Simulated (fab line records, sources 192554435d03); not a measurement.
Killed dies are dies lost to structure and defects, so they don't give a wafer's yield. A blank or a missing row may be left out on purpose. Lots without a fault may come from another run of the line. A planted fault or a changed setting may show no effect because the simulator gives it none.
fab line records | flow n5_finfet
record lots=5 wafers=15 last_day=15
route steps=1938 shown FIN_CUT@170 STI_FIN_REVEAL@183
lots that met no fault: from a run of the same line without faults
start_h: hours from the record's first day to the start of the lot's first wafer shown | wait_h: hours since the lot's step before | " the same as in the row above | L1.1+2: a row that stands for several wafers | - no value, or no start given | * or withheld: withheld | < > ~ a bound
route shown NAME@n: a module of which the file shows steps, and the number in the route of the first | usual: mean/standard deviation of fault-free wafers | same: alike in all rows | chamber/n: place in a boat | sites: the reading at each site | _std_site: their standard deviation | _edge_site: outer sites' mean less inner sites' | radius_mm: how far each site lies from the wafer's centre | mask NAME#n: copy n | behind: the tool/chamber that last shaped the wafer | hold: why the lot was held/for how many hours/how that ended | device: the transistor (n, p or np) that didn't switch | end of line: the same wafers' tests at the end of the route | a step without rows: its recipe alone | killed: dies lost to structure and defects at the first sort, not the wafer's yield | map: a wafer's dies, x killed, . not, _ none there
set.NAME: the setting as run; set.NAME@STEP: as run at that earlier step | model.NAME: the simulator's own value behind a step, which no gauge read
lots at some steps of the route; a table a step, a row a wafer
services: from which hour (start_h, from the record's first day; less than 0 if before it) a tool's chamber was out of use, for how many hours, and why
## steps
# step N5_FIN_CUT_STRIP_23
# recipe chemistry=N2/H2 temp_c=40 n2_flow_sccm=200 h2_flow_sccm=200 rf_frequency_hz=6e+07
# columns lot.wafer tool chamber start_h wait_h
L076.2+3+6 rie_diel-05 1,2,0 40.36 0.2
L079.1+4+5 rie_diel-05 1,2,1 59.78 0.2
L083.3+4+5 rie_diel-03 3,1,3 80.99 0.2
L084.2+3+6 rie_diel-05 3,2,0 87.26 0.2
L087.1+4+6 rie_diel-03 3,0,2 110.03 0.2
# step N5_FIN_CUT_STRIP_31
# recipe chemistry=N2/H2 temp_c=40 n2_flow_sccm=200 h2_flow_sccm=200 rf_frequency_hz=6e+07
# columns lot.wafer tool chamber start_h wait_h
L076.2+3+6 rie_diel-05 1,2,0 40.37 0.0
L079.1+4+5 rie_diel-05 1,2,1 59.79 0.0
L083.3+4+5 rie_diel-03 3,1,3 81.00 0.0
L084.2+3+6 rie_diel-05 3,2,0 87.27 0.0
L087.1+4+6 rie_diel-03 3,0,2 110.04 0.0
# step N5_FIN_CUT_STRIP_24
# recipe chemistry=CF4 resist=SiARC power_w=300 bias_power_w=75 pressure_mtorr=50 cf4_flow_sccm=150 rf_frequency_hz=6e+07
# usual drypump_motor_current_A=5.39/0.27 oes_product_au=0.73/0.052 rf_vpp_V=271.7/1.1 showerhead_plenum_p_Torr=1.82/0.043 throttle_valve_pct=13.64/0.21
# columns lot.wafer tool chamber start_h wait_h drypump_motor_current_A oes_product_au rf_hours_counter_h rf_vpp_V showerhead_plenum_p_Torr throttle_valve_pct
L076.2 rie_diel-05 1 40.38 0.0 5.45 0.69 238 271.1 1.77 13.56
L076.3 " 2 " " 5.68 0.71 214 271.2 1.84 13.59
L076.6 " 0 " " 5.00 0.70 - 272.0 1.85 13.93
L079.1 rie_diel-05 1 59.80 0.0 5.47 0.68 245 271.0 1.76 13.58
L079.4 " 2 " " 5.69 0.71 220 273.2 1.83 13.61
L079.5 " 1 " " 5.46 0.69 - 271.5 1.76 13.58
L083.3 rie_diel-03 3 81.01 0.0 5.18 0.70 212 270.0 1.85 13.87
L083.4 " 1 " " 5.27 0.85 26 272.3 1.91 13.44
L083.5 " 3 " " 5.17 0.70 - 272.7 1.85 13.89
L084.2 rie_diel-05 3 87.28 0.0 5.29 0.75 130 271.4 1.78 13.51
L084.3 " 2 " " 5.69 0.70 230 271.6 1.83 13.64
L084.6 " 0 " " 5.03 0.69 - 271.1 1.84 13.97
L087.1 rie_diel-03 3 110.05 0.0 5.13 0.70 222 271.5 1.84 13.90
L087.4 " 0 " " 5.95 0.73 170 271.5 1.77 13.36
L087.6 " 2 " " 5.20 0.70 - 272.4 1.78 13.76
# step N5_FIN_CUT_CUT_ETCH_26
# recipe chemistry=CH3F/O2 target=SiNx target_depth_a=390 mask_material=SOC time_s=55.7 pressure_mtorr=30 source_w=395 bias_w=73 Ar_flow_sccm=150 CH3F_flow_sccm=30 O2_flow_sccm=20 ion_energy_ev=120
# usual bias_w=72.96/0.21 drypump_motor_current_A=5.39/0.27 oes_product_au=0.74/0.056 rf_vpp_V=298/4.4 showerhead_plenum_p_Torr=2.04/0.053 throttle_valve_pct=16.42/0.18
# columns lot.wafer tool chamber start_h wait_h bias_w drypump_motor_current_A oes_product_au rf_hours_counter_h rf_vpp_V showerhead_plenum_p_Torr throttle_valve_pct
L076.2 rie_diel-05 1 40.40 0.0 73.01 5.45 0.69 238 298 1.96 16.25
L076.3 " 2 " " 73.01 5.71 0.73 214 293 2.08 16.43
L076.6 " 0 " " 72.92 4.98 0.70 - 292 2.06 16.65
L079.1 rie_diel-05 1 59.82 0.0 72.74 5.46 0.67 245 299 1.96 16.28
L079.4 " 2 " " 73.05 5.71 0.72 220 296 2.07 16.45
L079.5 " 1 " " 72.87 5.47 0.68 - 297 1.96 16.29
L083.3 rie_diel-03 3 81.03 0.0 72.87 5.13 0.70 212 308 2.05 16.60
L083.4 " 1 " " 72.99 5.29 0.87 26 298 2.14 16.30
L083.5 " 3 " " 72.80 5.14 0.72 - 307 2.06 16.59
L084.2 rie_diel-05 3 87.30 0.0 72.95 5.31 0.76 130 300 2.00 16.36
L084.3 " 2 " " 72.68 5.69 0.71 230 294 2.07 16.47
L084.6 " 0 " " 73.11 5.02 0.69 - 295 2.05 16.70
L087.1 rie_diel-03 3 110.07 0.0 73.03 5.16 0.70 222 309 2.05 16.63
L087.4 " 0 " " 73.06 5.92 0.72 170 299 1.99 16.12
L087.6 " 2 " " 72.84 5.27 0.69 - 297 1.98 16.50
# step N5_FIN_CUT_CUT_ETCH_27
# recipe chemistry=CHF3/O2 target=SiO2 target_depth_a=40 mask_material=SOC overetch_a=20 time_s=4.9 pressure_mtorr=30 source_w=650 bias_w=170 Ar_flow_sccm=200 CHF3_flow_sccm=50 O2_flow_sccm=5 ion_energy_ev=200
# usual CHF3_flow_sccm=49.98/0.16 bias_w=170.0/0.54 drypump_motor_current_A=5.39/0.27 oes_product_au=0.58/0.041 rf_vpp_V=526/7.9 showerhead_plenum_p_Torr=2.45/0.061 throttle_valve_pct=18.88/0.19
# columns lot.wafer tool chamber start_h wait_h CHF3_flow_sccm bias_w drypump_motor_current_A oes_product_au rf_hours_counter_h rf_vpp_V showerhead_plenum_p_Torr throttle_valve_pct
L076.2 rie_diel-05 1 40.45 0.0 49.98 170.2 5.46 0.55 238 524 2.37 18.69
L076.3 " 2 " " 49.70 169.3 5.72 0.57 214 516 2.50 18.86
L076.6 " 0 " " 50.07 168.9 5.02 0.56 - 520 2.49 19.17
L079.1 rie_diel-05 1 59.87 0.0 50.20 170.0 5.47 0.55 245 526 2.37 18.71
L079.4 " 2 " " 49.97 169.2 5.70 0.56 220 516 2.49 18.86
L079.5 " 1 " " 50.36 169.8 5.46 0.55 - 525 2.37 18.71
L083.3 rie_diel-03 3 81.08 0.0 50.00 170.8 5.15 0.56 212 542 2.48 19.07
L083.4 " 1 " " 50.10 170.5 5.29 0.70 26 525 2.57 18.76
L083.5 " 3 " " 50.07 170.1 5.13 0.56 - 543 2.48 19.07
L084.2 rie_diel-05 3 87.34 0.0 50.02 169.6 5.33 0.60 130 531 2.42 18.89
L084.3 " 2 " " 49.98 169.9 5.66 0.56 230 515 2.49 18.89
L084.6 " 0 " " 49.60 170.3 5.00 0.56 - 519 2.48 19.21
L087.1 rie_diel-03 3 110.12 0.0 49.91 169.4 5.15 0.56 222 543 2.47 19.10
L087.4 " 0 " " 50.05 169.2 5.94 0.59 170 526 2.39 18.51
L087.6 " 2 " " 49.91 170.4 5.25 0.55 - 520 2.38 18.93
# step N5_FIN_CUT_PRECLEAN_35
# recipe time_s=13.3 temp_c=45 pressure_torr=125 p_hf_torr=3 p_coreactant_torr=25 chemistry=vHF
# usual drypump_motor_current_A=6.0/0.38
# columns lot.wafer tool chamber start_h wait_h drypump_motor_current_A
L076.2 vapor_etch-02 1 40.51 0.0 5.7
L076.3 " 0 " " 6.2
L076.6 " 1 " " 5.7
L079.1 vapor_etch-02 0 59.94 0.0 6.2
L079.4 " 0 " " 6.2
L079.5 " 1 " " 5.7
L083.3 vapor_etch-02 1 81.17 0.1 5.7
L083.4 " 0 " " 6.2
L083.5 " 1 " " 5.7
L084.2 vapor_etch-01 1 87.42 0.1 5.7
L084.3 " 0 " " 6.6
L084.6 " 0 " " 6.7
L087.1 vapor_etch-02 1 110.19 0.0 5.7
L087.4 " 0 " " 6.2
L087.6 " 1 " " 5.7
# step N5_FIN_CUT_CUT_ETCH_15
# recipe chemistry=HBr/Cl2/O2 target=Si target_depth_a=1000 bt_time_s=10 mask_material=SOC time_s=42.4 ion_energy_ev=* bias_w=* pressure_mtorr=10 icp_w=800 HBr_flow_sccm=150 Cl2_flow_sccm=80 O2_flow_sccm=12
# usual bias_w=* drypump_motor_current_A=5.5/0.49 he_backside_leak_sccm=2.8/0.3 oes_product_au=1.001/0.013 throttle_valve_pct=37.1/0.33
# columns lot.wafer tool chamber start_h wait_h bias_w drypump_motor_current_A he_backside_leak_sccm oes_product_au rf_hours_counter_h throttle_valve_pct
L076.2 rie_si-01 3 40.59 0.1 * 5.7 2.5 0.988 99 37.4
L076.3 " 1 " " * 5.7 3.4 0.989 161 37.0
L076.6 " 3 " " * 5.7 2.6 0.987 - 37.4
L079.1 rie_si-06 3 60.02 0.1 * 5.1 2.8 0.987 12 37.0
L079.4 " 1 " " * 4.6 2.8 1.002 12 37.5
L079.5 " 3 " " * 5.1 2.8 0.991 - 37.0
L083.3 rie_si-06 3 81.24 0.0 * 5.1 3.0 0.985 12 37.0
L083.4 " 1 " " * 4.6 3.0 1.013 12 37.5
L083.5 " 3 " " * 5.2 2.9 0.992 - 37.0
L084.2 rie_si-02 2 87.50 0.1 * 5.6 2.6 0.994 1 37.9
L084.3 " 3 " " * 6.4 2.8 1.005 107 36.9
L084.6 " 1 " " * 5.7 2.4 1.008 - 37.2
L087.1 rie_si-02 0 110.27 0.1 * 5.5 3.2 1.013 149 36.8
L087.4 " 1 " " * 5.7 2.3 1.008 67 37.2
L087.6 " 2 " " * 5.6 2.7 0.987 - 37.9
# step N5_FIN_CUT_CUT_ETCH_28
# recipe chemistry=HBr/Cl2/O2 target=Si target_depth_a=60 mask_material=SOC time_s=2.4 ion_energy_ev=* bias_w=* pressure_mtorr=10 icp_w=800 HBr_flow_sccm=150 Cl2_flow_sccm=80 O2_flow_sccm=12
# usual bias_w=* drypump_motor_current_A=5.5/0.49 he_backside_leak_sccm=2.8/0.36 oes_product_au=1.000/0.014 throttle_valve_pct=37.1/0.33
# columns lot.wafer tool chamber start_h wait_h bias_w drypump_motor_current_A he_backside_leak_sccm oes_product_au rf_hours_counter_h throttle_valve_pct
L076.2 rie_si-01 3 40.65 0.0 * 5.7 2.5 0.991 99 37.4
L076.3 " 1 " " * 5.7 3.1 0.989 161 37.1
L076.6 " 3 " " * 5.7 2.5 0.990 - 37.4
L079.1 rie_si-06 3 60.07 0.0 * 5.2 2.9 0.983 12 37.0
L079.4 " 1 " " * 4.6 3.0 1.011 12 37.5
L079.5 " 3 " " * 5.2 2.8 0.982 - 37.0
L083.3 rie_si-06 3 81.29 0.0 * 5.1 2.8 0.983 12 37.0
L083.4 " 1 " " * 4.6 2.9 1.016 12 37.5
L083.5 " 3 " " * 5.1 2.8 0.984 - 37.0
L084.2 rie_si-02 2 87.55 0.0 * 5.6 2.4 0.995 1 37.9
L084.3 " 3 " " * 6.4 2.9 1.001 107 36.8
L084.6 " 1 " " * 5.7 2.3 1.008 - 37.2
L087.1 rie_si-02 0 110.32 0.0 * 5.5 3.2 1.013 149 36.8
L087.4 " 1 " " * 5.7 2.4 1.002 67 37.2
L087.6 " 2 " " * 5.6 2.7 0.989 - 37.9
# step N5_FIN_CUT_STRIP_22
# recipe chemistry=N2/H2 power_w=500 temp_c=40 pressure_mtorr=50 rf_frequency_hz=6e+07 overash_fraction=0.3 bias_power_w=8 h2_frac=0.5 n2_flow_sccm=300 h2_flow_sccm=300
# usual drypump_motor_current_A=5.41/0.29 oes_product_au=0.75/0.068 rf_vpp_V=54.2/2.3 showerhead_plenum_p_Torr=3.43/0.076 throttle_valve_pct=19.1/0.46
# columns lot.wafer tool chamber start_h wait_h drypump_motor_current_A oes_product_au rf_hours_counter_h rf_vpp_V showerhead_plenum_p_Torr throttle_valve_pct
L076.2 rie_diel-03 1 40.71 0.0 5.31 0.92 12 51.9 3.55 18.3
L076.3 " 2 " " 5.27 0.71 183 53.1 3.34 19.5
L076.6 " 1 " " 5.29 0.93 - 55.0 3.55 18.3
L079.1 rie_diel-03 0 60.16 0.1 5.93 0.74 153 50.5 3.35 18.4
L079.4 " 3 " " 5.17 0.71 205 54.3 3.49 19.1
L079.5 " 3 " " 5.17 0.71 - 52.7 3.49 19.2
L083.3 rie_diel-06 2 81.36 0.0 5.93 0.76 167 53.5 3.38 20.0
L083.4 " 3 " " 5.35 0.73 131 54.3 3.38 19.1
L083.5 " 3 " " 5.35 0.76 - 57.6 3.38 19.0
L084.2 rie_diel-05 2 87.62 0.0 5.68 0.69 230 53.7 3.45 19.4
L084.3 " 0 " " 5.04 0.69 226 56.4 3.48 19.2
L084.6 " 2 " " 5.69 0.70 - 54.9 3.45 19.4
L087.1 rie_diel-06 1 110.39 0.0 5.48 0.70 227 55.9 3.46 18.9
L087.4 " 0 " " 5.08 0.76 126 52.6 3.54 19.0
L087.6 " 3 " " 5.30 0.74 - 53.0 3.37 19.0
# step N5_FIN_CUT_PRECLEAN_36
# recipe chemistry=O3/DIW time_s=60 temp_c=22 o3_ppm=10
# columns lot.wafer tool chamber start_h wait_h
L076.2+3+6 wet_bench-03 1,2,5 40.78 -
L079.1+4+5 wet_bench-03 7,6,1 60.23 -
L083.3+4+5 wet_bench-02 4,1,0 81.42 -
L084.2+3+6 wet_bench-02 4,6,7 87.69 -
L087.1+4+6 wet_bench-05 5,7,4 110.46 -
# step N5_FIN_CUT_SRD_32
# recipe dry=ipa_marangoni time_s=30 temp_c=23 rinse_liquid=diw
# columns lot.wafer tool chamber start_h wait_h
L076.2+3+6 wet_bench-03 1,2,5 40.80 0.0
L079.1+4+5 wet_bench-03 7,6,1 60.27 0.0
L083.3+4+5 wet_bench-02 4,1,0 81.44 0.0
L084.2+3+6 wet_bench-02 4,6,7 87.71 0.0
L087.1+4+6 wet_bench-05 5,7,4 110.48 0.0
# step N5_FIN_CUT_UV_OZONE_34
# recipe time_s=120 pressure_torr=760 temp_c=25
# columns lot.wafer tool chamber start_h wait_h
L076.2+3+6 wet_bench-03 1,2,5 40.82 0.0
L079.1+4+5 wet_bench-03 7,6,1 60.30 0.0
L083.3+4+5 wet_bench-02 4,1,0 81.46 0.0
L084.2+3+6 wet_bench-02 4,6,7 87.72 0.0
L087.1+4+6 wet_bench-05 5,7,4 110.49 0.0
# step N5_FIN_CUT_INSPECT_17
# recipe inspect_instrument=brightfield mode=aei
# usual raw_defect_count=233/70
# columns lot.wafer tool chamber start_h wait_h raw_defect_count
L076.2 defect_inspect-02 - 40.88 0.0 240
L076.3 " - " " 259
L076.6 " - " " 162
L079.1 defect_inspect-01 - 60.39 0.0 167
L079.4 " - " " 243
L079.5 " - " " 208
L083.3 defect_inspect-02 - 81.52 0.0 205
L083.4 " - " " 193
L083.5 " - " " 178
L084.2 defect_inspect-01 - 87.79 0.0 258
L084.3 " - " " 268
L084.6 " - " " 217
L087.1 defect_inspect-02 - 110.55 0.0 239
L087.4 " - " " 208
L087.6 " - " " 153
# step N5_STI_FIN_REVEAL_ALD_00
# recipe material=SiO2 target_thk_a=10 temp_c=300 ald_precursor_family=BDEAS ald_co_reactant=O2-plasma pulse_time_s=1 pressure_torr=2
# usual heater_power_outer_w=265/23 heater_power_w=473/33 precursor_pulse_height_rel=1.001/0.021
# columns lot.wafer tool chamber start_h wait_h heater_power_outer_w heater_power_w precursor_pulse_height_rel
L076.2 ald_sin-01 2 41.05 0.2 272 455 0.987
L076.3 " 3 " " 231 441 0.951
L076.6 " 1 " " 270 473 0.981
L079.1 ald_sin-04 2 60.43 0.0 275 477 0.972
L079.4 " 1 " " 241 435 1.001
L079.5 " 0 " " 325 572 1.010
L083.3 ald_sin-03 2 81.55 0.0 278 456 0.993
L083.4 " 3 " " 274 514 0.996
L083.5 " 1 " " 297 511 0.995
L084.2 ald_sin-01 0 89.16 1.4 266 493 0.995
L084.3 " 1 " " 267 475 0.994
L084.6 " 3 " " 233 437 0.971
L087.1 ald_sin-01 1 110.59 0.0 271 483 1.047
L087.4 " 0 " " 266 494 0.999
L087.6 " 2 " " 282 470 0.994
# step N5_STI_FIN_REVEAL_ALD_14
# recipe material=Si3N4 target_thk_a=30 temp_c=400 ald_precursor_family=SiH2I2 ald_co_reactant=N2/H2-plasma pressure_torr=2
# usual heater_power_outer_w=520/45 heater_power_w=845/57
# columns lot.wafer tool chamber start_h wait_h heater_power_outer_w heater_power_w
L076.2 ald_sin-01 2 41.10 0.0 534 814
L076.3 " 3 " " 449 760
L076.6 " 1 " " 534 841
L079.1 ald_sin-04 2 60.48 0.0 519 848
L079.4 " 1 " " 475 766
L079.5 " 0 " " 642 1017
L083.3 ald_sin-03 2 81.60 0.0 540 783
L083.4 " 3 " " 545 908
L083.5 " 1 " " 603 927
L084.2 ald_sin-01 0 89.21 0.0 508 889
L084.3 " 1 " " 532 827
L084.6 " 3 " " 439 784
L087.1 ald_sin-01 1 110.64 0.0 537 845
L087.4 " 0 " " 509 879
L087.6 " 2 " " 518 818
# step N5_STI_FIN_REVEAL_FCVD_FILL_01
# recipe material=SiO2_flowable target_thk_a=3120 temp_c=100 pressure_torr=0.8 rf_w=2000 time_s=512.2
# columns lot.wafer tool chamber start_h wait_h
L076.2+3+6 fcvd-02 1 41.53 0.3
L079.1+4+5 fcvd-02 1,0,0 60.72 0.1
L083.3+4+5 fcvd-01 1,0,0 82.04 0.3
L084.2+3+6 fcvd-01 0,1,1 89.45 0.1
L087.1+4+6 fcvd-01 1,1,0 110.87 0.1
# step N5_STI_FIN_REVEAL_DENSIFY_02
# recipe temp_c=650 ambient=steam time_s=1800 idle_temp_c=400 densification_p_h2o_torr=640
# columns lot.wafer tool chamber start_h wait_h
L076.2+3+6 furnace-01 0 42.57 0.8
L079.1+4+5 furnace-03 0 61.35 0.4
L083.3+4+5 furnace-03 0 82.48 0.2
L084.2+3+6 furnace-01 0 90.09 0.4
L087.1+4+6 furnace-02 0 111.51 0.4
# step N5_STI_FIN_REVEAL_CMP_04
# recipe stop_on=Si3N4 t_overpolish_s=4 down_force_psi=2 platen_rpm=54.18 post_cmp_clean=alkaline_brush pad_velocity_m_s=1.078 target_thk_nm=131.83
# usual edge_zone_pressure_frac=1.000/0.0046 motor_current_A=8.2/0.79 overpolish_run_s=4.001/0.0093 time_to_endpoint_s=104/5.5
# columns lot.wafer tool chamber start_h wait_h edge_zone_pressure_frac motor_current_A overpolish_run_s time_to_endpoint_s
L076.3 cmp-02 0 46.77 0.1 1.002 8.5 3.991 117
L076.2 " 2 " " 1.006 9.6 3.997 116
L076.6 " 0 " " 0.997 9.2 4.008 117
L079.4 cmp-01 1 65.52 0.0 1.004 7.8 4.013 102
L079.1 " 0 " " 1.011 8.8 4.011 105
L079.5 " 2 " " 0.999 8.3 3.987 98
L083.3 cmp-04 3 86.68 0.1 1.005 8.2 3.983 103
L083.4 " 0 " " 1.000 8.4 4.007 105
L083.5 " 2 " " 0.993 8.1 3.985 99
L084.2 cmp-01 0 94.30 0.1 0.993 9.2 3.983 99
L084.3 " 1 " " 0.996 8.8 3.998 102
L084.6 " 0 " " 0.998 9.3 4.001 110
L087.4 cmp-01 1 115.67 0.0 1.006 7.7 4.011 102
L087.1 " 0 " " 0.992 9.1 4.016 105
L087.6 " 2 " " 0.998 8.4 4.003 102
# step N5_STI_FIN_REVEAL_THK_MEAS_05
# usual thk_nm=131.9/1
# columns lot.wafer tool chamber start_h wait_h thk_nm
L076.2 film_metro-02 - 47.03 - 130.7
L076.3 " - " " 132.9
L076.6 " - " " 131.7
L079.1 film_metro-01 - 65.81 - 133.3
L079.4 " - " " 131.4
L079.5 " - " " 131.1
L083.3 film_metro-01 - 86.94 - 130.7
L083.4 " - " " 132.0
L083.5 " - " " 132.3
L084.2 film_metro-02 - 94.56 - 134.3
L084.3 " - " " 131.4
L084.6 " - " " 131.8
L087.1 film_metro-02 - 115.97 - 133.7
L087.4 " - " " 132.6
L087.6 " - " " 133.6
# step N5_STI_FIN_REVEAL_DENSIFY_30
# recipe temp_c=* time_s=* ambient=N2 idle_temp_c=600 ramp_up_c_per_s=150 ramp_down_c_per_s=60 cool_to_c=600
# usual lamp_power_pct=11.53/0.057 wafer_temp_C_max=*
# columns lot.wafer tool chamber start_h wait_h lamp_power_pct wafer_temp_C_max
L076.2 rtp_anneal-01 0 47.09 0.1 11.53 *
L076.3 " 0 " " 11.47 *
L076.6 " 0 " " 11.51 *
L079.1 rtp_anneal-01 0 65.85 0.0 11.48 *
L079.4 " 0 " " 11.48 *
L079.5 " 0 " " 11.52 *
L083.3 rtp_anneal-02 0 87.05 0.1 11.42 *
L083.4 " 0 " " 11.55 *
L083.5 " 0 " " 11.56 *
L084.2 rtp_anneal-01 0 94.62 0.1 11.50 *
L084.3 " 0 " " 11.59 *
L084.6 " 0 " " 11.46 *
L087.1 rtp_anneal-01 0 116.00 0.0 11.49 *
L087.4 " 0 " " 11.43 *
L087.6 " 0 " " 11.62 *
# step N5_STI_FIN_REVEAL_ETCHBACK_08
# recipe chemistry=C4F6/O2 target=SiO2 target_depth_a=305 time_s=10.167 ion_energy_ev=250 pressure_mtorr=30 source_w=345 bias_w=185 Ar_flow_sccm=300 C4F6_flow_sccm=10 O2_flow_sccm=10
# usual bias_w=185.0/0.55 drypump_motor_current_A=5.8/0.55 oes_product_au=0.79/0.071 rf_vpp_V=663/11 showerhead_plenum_p_Torr=2.86/0.073 throttle_valve_pct=21.27/0.25
# columns lot.wafer tool chamber start_h wait_h bias_w drypump_motor_current_A oes_product_au rf_hours_counter_h rf_vpp_V showerhead_plenum_p_Torr throttle_valve_pct
L076.2 rie_diel-01 0 47.28 0.2 184.8 5.3 0.99 0 648 2.93 21.15
L076.3 " 3 " " 186.1 6.3 0.89 17 655 2.91 20.66
L076.6 " 0 " " 185.7 5.3 0.97 - 646 2.93 21.15
L079.1 rie_diel-01 2 66.06 0.2 184.5 5.1 0.84 57 683 2.77 21.07
L079.4 " 1 " " 185.7 5.4 0.88 31 666 2.93 21.12
L079.5 " 3 " " 185.9 6.2 0.87 - 657 2.90 20.66
L083.3 rie_diel-02 0 87.20 0.1 184.5 5.6 0.73 208 657 2.93 21.37
L083.4 " 1 " " 185.5 6.6 0.75 133 673 2.86 21.40
L083.5 " 1 " " 184.3 6.6 0.74 - 674 2.86 21.40
L084.2 rie_diel-02 1 94.93 0.3 184.2 6.6 0.74 136 673 2.85 21.40
L084.3 " 3 " " 185.3 5.1 0.76 150 648 2.84 21.55
L084.6 " 1 " " 184.1 6.6 0.74 - 674 2.85 21.39
L087.1 rie_diel-01 3 116.21 0.2 184.6 6.2 0.85 41 656 2.90 20.70
L087.4 " 1 " " 185.2 5.5 0.86 50 664 2.92 21.17
L087.6 " 0 " " 184.7 5.3 0.91 - 648 2.91 21.20
# step N5_STI_FIN_REVEAL_STRIP_24
# recipe chemistry=N2/H2 time_s=90 power_w=100 temp_c=40 pressure_mtorr=100 rf_frequency_hz=6e+07 bias_power_w=3 n2_flow_sccm=300 h2_flow_sccm=300
# usual drypump_motor_current_A=5.8/0.55 oes_product_au=0.79/0.07 rf_vpp_V=45.5/0.84 showerhead_plenum_p_Torr=3.39/0.086 throttle_valve_pct=12.3/0.32
# columns lot.wafer tool chamber start_h wait_h drypump_motor_current_A oes_product_au rf_hours_counter_h rf_vpp_V showerhead_plenum_p_Torr throttle_valve_pct
L076.2 rie_diel-01 0 47.32 0.0 5.3 1.00 0 45.2 3.42 11.8
L076.3 " 3 " " 6.2 0.89 17 47.0 3.46 11.7
L076.6 " 0 " " 5.4 1.00 - 46.1 3.42 11.8
L079.1 rie_diel-01 2 66.09 0.0 5.1 0.84 57 45.3 3.30 12.0
L079.4 " 1 " " 5.4 0.89 31 46.4 3.44 11.9
L079.5 " 3 " " 6.2 0.88 - 44.9 3.46 11.7
L083.3 rie_diel-02 0 87.24 0.0 5.6 0.75 208 43.5 3.49 12.6
L083.4 " 1 " " 6.6 0.76 133 45.8 3.39 12.5
L083.5 " 1 " " 6.6 0.75 - 44.0 3.39 12.5
L084.2 rie_diel-02 1 94.96 0.0 6.6 0.76 136 45.0 3.39 12.4
L084.3 " 3 " " 5.0 0.76 150 45.5 3.38 12.6
L084.6 " 1 " " 6.6 0.75 - 45.3 3.39 12.4
L087.1 rie_diel-01 3 116.24 0.0 6.3 0.86 41 45.0 3.45 11.7
L087.4 " 1 " " 5.4 0.86 50 46.9 3.43 11.9
L087.6 " 0 " " 5.3 0.91 - 46.4 3.41 11.9
# step N5_STI_FIN_REVEAL_PRECLEAN_25
# recipe chemistry=SPM time_s=90 temp_c=120 mix=4:1
# columns lot.wafer tool chamber start_h wait_h
L076.2+3+6 wet_bench-01 1,4,7 47.44 0.1
L079.1+4+5 wet_bench-04 0,4,7 66.22 0.1
L083.3+4+5 wet_bench-06 7,3,0 87.37 0.1
L084.2+3+6 wet_bench-04 0,7,6 95.08 0.1
L087.1+4+6 wet_bench-04 1,0,7 116.38 0.1
# step N5_STI_FIN_REVEAL_PRECLEAN_26
# recipe chemistry=SC1 time_s=45 temp_c=46 mix=1:2:100
# columns lot.wafer tool chamber start_h wait_h
L076.2+3+6 wet_bench-01 1,4,7 47.47 0.0
L079.1+4+5 wet_bench-04 0,4,7 66.24 0.0
L083.3+4+5 wet_bench-06 7,3,0 87.40 0.0
L084.2+3+6 wet_bench-04 0,7,6 95.11 0.0
L087.1+4+6 wet_bench-04 1,0,7 116.41 0.0
# step N5_STI_FIN_REVEAL_PRECLEAN_29
# recipe chemistry=DHF time_s=30 temp_c=25 dilution=300:1
# columns lot.wafer tool chamber start_h wait_h
L076.2+3+6 wet_bench-01 1,4,7 47.48 0.0
L079.1+4+5 wet_bench-04 0,4,7 66.26 0.0
L083.3+4+5 wet_bench-06 7,3,0 87.41 0.0
L084.2+3+6 wet_bench-04 0,7,6 95.12 0.0
L087.1+4+6 wet_bench-04 1,0,7 116.42 0.0
# step N5_STI_FIN_REVEAL_SRD_12
# recipe time_s=30 temp_c=23 rinse_liquid=diw dry=ipa_marangoni
# columns lot.wafer tool chamber start_h wait_h
L076.2+3+6 wet_bench-01 1,4,7 47.49 0.0
L079.1+4+5 wet_bench-04 0,4,7 66.27 0.0
L083.3+4+5 wet_bench-06 7,3,0 87.42 0.0
L084.2+3+6 wet_bench-04 0,7,6 95.13 0.0
L087.1+4+6 wet_bench-04 1,0,7 116.43 0.0
# step N5_STI_FIN_REVEAL_RECESS_09
# recipe chemistry=HF/NH3 target=SiO2 afs_cycles=11 target_depth_a=425 temp_c=30 sublimation_temp_c=180 sublimation_time_s=60
# usual drypump_motor_current_A=6.1/0.38
# same afs_cycles=11
# columns lot.wafer tool chamber start_h wait_h drypump_motor_current_A
L076.2 vapor_etch-02 1 47.65 0.1 5.7
L076.3 " 1 " " 5.7
L076.6 " 1 " " 5.7
L079.1 vapor_etch-02 1 66.31 0.0 5.7
L079.4 " 1 " " 5.7
L079.5 " 0 " " 6.2
L083.3 vapor_etch-02 0 87.99 0.6 6.2
L083.4 " 1 " " 5.7
L083.5 " 1 " " 5.7
L084.2 vapor_etch-02 0 95.18 0.0 6.2
L084.3 " 0 " " 6.2
L084.6 " 0 " " 6.2
L087.1 vapor_etch-02 0 116.47 0.0 6.2
L087.4 " 1 " " 5.7
L087.6 " 0 " " 6.2
# step N5_STI_FIN_REVEAL_STRIP_16
# recipe chemistry=H3PO4 material=SiNx temp_c=165 target_depth_a=238 overetch_fraction=0.4964 dry=ipa_marangoni
# columns lot.wafer tool chamber start_h wait_h
L076.2+3+6 wet_bench-01 6,3,7 49.27 1.1
L079.1+4+5 wet_bench-01 4,3,7 67.93 1.1
L083.3+4+5 wet_bench-04 7,4,5 89.08 0.6
L084.2+3+6 wet_bench-01 1,7,6 96.79 1.1
L087.1+4+6 wet_bench-06 2,6,4 118.09 1.1
# step N5_STI_FIN_REVEAL_PRECLEAN_17
# recipe chemistry=NF3:NH3 afs_cycles=1 temp_c=30 time_s=20 sublimation_temp_c=180 sublimation_time_s=60 pressure_torr=3 rf_power_w=30
# same afs_cycles=1
# columns lot.wafer tool chamber start_h wait_h
L076.2+3+6 remote_plasma-02 0 49.85 0.1
L079.1+4+5 remote_plasma-01 1 68.44 0.0
L083.3+4+5 remote_plasma-02 0 89.43 0.1
L084.2+3+6 remote_plasma-02 0 97.09 0.1
L087.1+4+6 remote_plasma-01 0 118.36 0.0
## services
# columns tool chamber start_h hours kind
fcvd-01 - 19.85 0.6 repair
rie_si-01 1 20.46 11.1 repair
rie_si-02 3 21.96 8.1 repair
cmp-04 - 23.02 3.9 repair
cmp-01 - 28.02 0.2 repair
cmp-02 - 29.43 2.0 repair
ald_sin-03 - 29.58 14.6 pm
ald_sin-01 3 30.86 5.8 repair
rie_diel-02 2 33.11 2.0 repair
rie_si-01 2 38.08 5.0 repair
cmp-01 - 45.59 4.5 pm
cmp-04 - 57.36 12.6 pm
cmp-02 - 62.47 4.0 pm
rie_diel-02 3 62.52 4.2 repair
cmp-02 - 68.14 3.8 pm
cmp-04 - 73.24 0.8 repair
fcvd-01 - 74.16 7.5 pm
remote_plasma-02 - 80.77 0.9 repair
rie_si-01 - 85.28 4.1 repair
furnace-03 - 89.37 1.4 repair
rie_diel-05 0 91.43 9.1 repair
rie_si-06 3 93.16 4.6 repair
ald_sin-04 - 94.92 28.1 pm
rie_si-06 - 100.22 0.4 repair
## key
fault none
